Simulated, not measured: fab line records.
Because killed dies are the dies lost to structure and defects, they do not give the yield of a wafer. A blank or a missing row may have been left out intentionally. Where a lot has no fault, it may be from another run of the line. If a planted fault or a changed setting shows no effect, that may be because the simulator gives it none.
8D (eight disciplines) problem report, filled in by code ; flow n5_finfet ; the parts of the form that need people (team, actions taken, sign-off) are left out

## 1. PROBLEM STATEMENT
oes_product_au at N5_BEOL_M0_SAQP_MANDREL1_REMOVE_100 reads a mean of 0.371 a.u. on 9 wafers of 3 lots; wafers without a fault read 0.996 a.u. with a standard deviation of 0.02. Relative to the usual mean, that is a shift of -31 standard deviations.
The step: chemistry HBr/Cl2/O2, target a-Si, stops on SiNx, bt time 10 s.
First seen on wafer L610.1, day 8 20:07, on rie_si-05. Wafers with a number at this step in the record: 43, from 15 lots. Rule for "out", or "out of limits": more than 4 standard deviations from the usual mean. Any other wafer with a number is counted as sound.

## 2. WHAT IT IS AND WHAT IT IS NOT
question;is;is not
which readings at this step;oes_product_au;O2_flow_sccm, drypump_motor_current_A
which lots;L610, L611, L612;L600, L601, L602, L603, L605, L613, L614, L615, L616, L617, L619, L621
which wafers of those lots;all that have a number;-
read on which tools;rie_si-04, rie_si-05;rie_si-06
when;from day 8 20:07;"up to then (14 sound wafers); but 20 sound wafers of L613, L614, L615, L616, L617, L619, L621 came after"

## 3. WHAT RULES OUT EACH SUSPECT
Counting: any tool at a process step up to the reading is kept as a suspect provided that every lot that is out went through it and no sound lot did after the first of them.
- rie_diel-03 at N5_BEOL_M0_SAQP_SPACER1_ETCHBACK_99 (etches SiO2 in CHF3/O2, target depth 15.4 nm, time 7.7 s): ruled out as a lasting fault. The sound lots L613, L614, L617, L619 went through it after L610, its earliest lot that is out (day 8 20:02).
Left after counting: nothing in the record.

## 4. THE CAUSE (what the simulator had put in)
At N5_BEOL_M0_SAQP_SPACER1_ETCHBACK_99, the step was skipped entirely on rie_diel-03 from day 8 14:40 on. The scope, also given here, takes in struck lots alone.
It was ruled out by counting, in error; the rule expects a fault to strike all lots run on its tool from its start on, and this fault did not.

## 5. THE CHAIN OF EFFECTS, in route order
Each row: a reading where the mean over the struck wafers with a number is more than 3 standard deviations away from the usual. Only readings whose record carries a usual standard deviation are examined. hours: median over the lots of the time between each lot's start at the first step of this table that gives one and its start at this step. sigmas: the change, counted in usual standard deviations.
hours;step;reading;usual;on struck wafers;change;sigmas
0;N5_BEOL_M0_SAQP_MANDREL1_REMOVE_100;oes_product_au;0.996 a.u.;0.371;-0.625;-31
0;N5_BEOL_M0_SAQP_ETCH_101;oes_product_au;0.82 a.u.;0.31;-0.51;-5.6
Here are the process steps it includes:
- N5_BEOL_M0_SAQP_MANDREL1_REMOVE_100: chemistry HBr/Cl2/O2, target a-Si, stops on SiNx, bt time 10 s.
- N5_BEOL_M0_SAQP_ETCH_101: etches SiNx in CH3F/O2, target depth 29.9 nm, time 42.7 s.
Readings that are blank on the struck wafers while sound wafers have them: CHF3_flow_sccm at N5_BEOL_M0_SAQP_SPACER1_ETCHBACK_99; O2_flow_sccm at N5_BEOL_M0_SAQP_SPACER1_ETCHBACK_99; drypump_motor_current_A at N5_BEOL_M0_SAQP_SPACER1_ETCHBACK_99; oes_product_au at N5_BEOL_M0_SAQP_SPACER1_ETCHBACK_99; rf_vpp_V at N5_BEOL_M0_SAQP_SPACER1_ETCHBACK_99; showerhead_plenum_p_Torr at N5_BEOL_M0_SAQP_SPACER1_ETCHBACK_99; throttle_valve_pct at N5_BEOL_M0_SAQP_SPACER1_ETCHBACK_99; cd_nm at N5_BEOL_M0_SAQP_CD_MEAS_25.

## 6. WHAT WOULD HAVE CAUGHT IT SOONER
In this record no reading fell out of limits until day 8 20:07, 5 hours after the fault had begun at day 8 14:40.
At N5_BEOL_M0_SAQP_SPACER1_ETCHBACK_99 the tool's readings are blank on the struck wafers, where sound wafers have them: an empty tool record is the first sign, and it was there at once.
